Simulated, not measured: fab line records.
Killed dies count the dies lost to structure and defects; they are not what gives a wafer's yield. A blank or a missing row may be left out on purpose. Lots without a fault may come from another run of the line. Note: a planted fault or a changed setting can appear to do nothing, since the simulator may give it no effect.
Comparing a struck lot with a sound one | flow n5Finfet | 35 out of 1938 route steps
Sound: wafers L138.3, L138.5, L138.6. Struck: wafer L124.1 (L124.2, L124.4, from the same lot, were not struck and are left out); the cause is given at the end.
Each step with rows lists, per side, the tool, then ch with its chambers, then its first start. Under that, the readings that differ: sound wafers | struck wafers | difference of the means | sigmas: that difference in standard deviations of wafers without a fault.
alike: same words and numbers on both sides, and readings whose means sit less than 2 such deviations apart. not compared: any withheld reading, any reading some wafer has no value for, any bound like >300 that may hide the same value, and any number with overlapping values for which the record gives no deviation.
The two part at a step that has a row with sigmas, a row that says differs or no value, or rows on one side only. Numbers that have no deviation but don't overlap get no sigmas and don't part them. A reading missing from all wafers of one side parts the sides only when that side holds two or more wafers.

first, 11 steps without rows for these wafers: N5_BEOL_M9_HM_STRIP_39 (strips TiN in peroxide tin strip, target depth 25 nm, time 158 s); N5_BEOL_M9_SRD_40 (time 30 s); N5_BEOL_M9_PRECLEAN_42 (cleans in residue remover, time 60 s); N5_BEOL_M9_SRD_43 (time 30 s); N5_BEOL_M9_CURE_72 (cures SiCOH lowk, time 120 s); N5_BEOL_M9_DEGAS_44 (time 60 s); N5_BEOL_M9_PRE_CLEAN_45 (time 30 s); N5_BEOL_M9_ALD_74 (deposits TaN, target thk 2 nm, pulse time 2 s, purge time 3 s); N5_BEOL_M9_SURFACE_TREAT_79; N5_BEOL_M9_CVD_78 (deposits Co from CCTBA/H2, target thk 2 nm, time 138.9 s); N5_BEOL_M9_SPUTTER_48 (material Cu, target thk 12 nm, time 2 s).
N5_BEOL_M9_ECD_50: material Cu, target thk 318 nm.
  sound on ecdCu-01 ch 0,1, day 16 10:35; struck on ecdCu-02 ch 0,1, day 13 12:33
then, 22 steps without rows for these wafers: N5_BEOL_M9_ANNEAL_51 (time 90 s); N5_BEOL_M9_CMP_52 (polishes, stops on SiCOH lowk, t overpolish 7 s, target thk 140 nm); N5_BEOL_M9_PRE_CLEAN_55 (time 15 s); N5_BEOL_M9_DEP_56 (deposits SiCN from 3MS/NH3, target thk 15 nm, time 26.5 s); N5_BEOL_M10_ILD_DEP_00 (deposits SiCOH lowk from DEMS/porogen, target thk 308.51 nm, time 58 s); N5_BEOL_M10_CURE_71 (cures SiCOH lowk, time 240 s); N5_BEOL_M10_PECVD_70 (deposits SiO2 from TEOS/O2, target thk 20 nm, time 22.7 s); N5_BEOL_M10_HM_DEP_02 (deposits TiN, target thk 20 nm); N5_BEOL_M10_COAT_59 (time 60 s, resist thk 100 nm); N5_BEOL_M10_COAT_60 (time 60 s, resist thk 30 nm); N5_BEOL_M10_COAT_05 (resist thk 90 nm); N5_BEOL_M10_EBR_07; N5_BEOL_M10_SOFTBAKE_06 (time 60 s); N5_BEOL_M10_EXPOSE_08 (exposes mask M10); N5_BEOL_M10_PEB_09 (peb time 60 s); N5_BEOL_M10_DEVELOP_10 (develop time 30 s); N5_BEOL_M10_DESCUM_16 (chemistry O2, time 7.9 s); N5_BEOL_M10_ETCH_61 (etches SiARC in CF4, target depth 39 nm, time 65 s); N5_BEOL_M10_ETCH_62 (etches SOC in N2/H2, target depth 110 nm, overetch 22 nm, time 165 s); N5_BEOL_M10_STRIP_68 (strips in N2/H2); N5_BEOL_M10_STRIP_67 (strips in CF4); N5_BEOL_M10_HM_OPEN_17 (chemistry Cl2/BCl3, target TiN, target depth 20 nm, overetch 6 nm).
-- a jump in the record: the struck wafers' starts before and after are 2 days apart (it breaks off in module BEOL_M10 and resumes in module PASSIVATION, where the first step shown is number 1936 of the route) --
N5_PASSIVATION_PROBE_49:
  record: rows for the struck wafers here (prober-01, day 15 23:07), none for the sound ones

== WHERE THEY PART ==
Only at N5_PASSIVATION_PROBE_49, within this record.

WHY: what the simulator had put in
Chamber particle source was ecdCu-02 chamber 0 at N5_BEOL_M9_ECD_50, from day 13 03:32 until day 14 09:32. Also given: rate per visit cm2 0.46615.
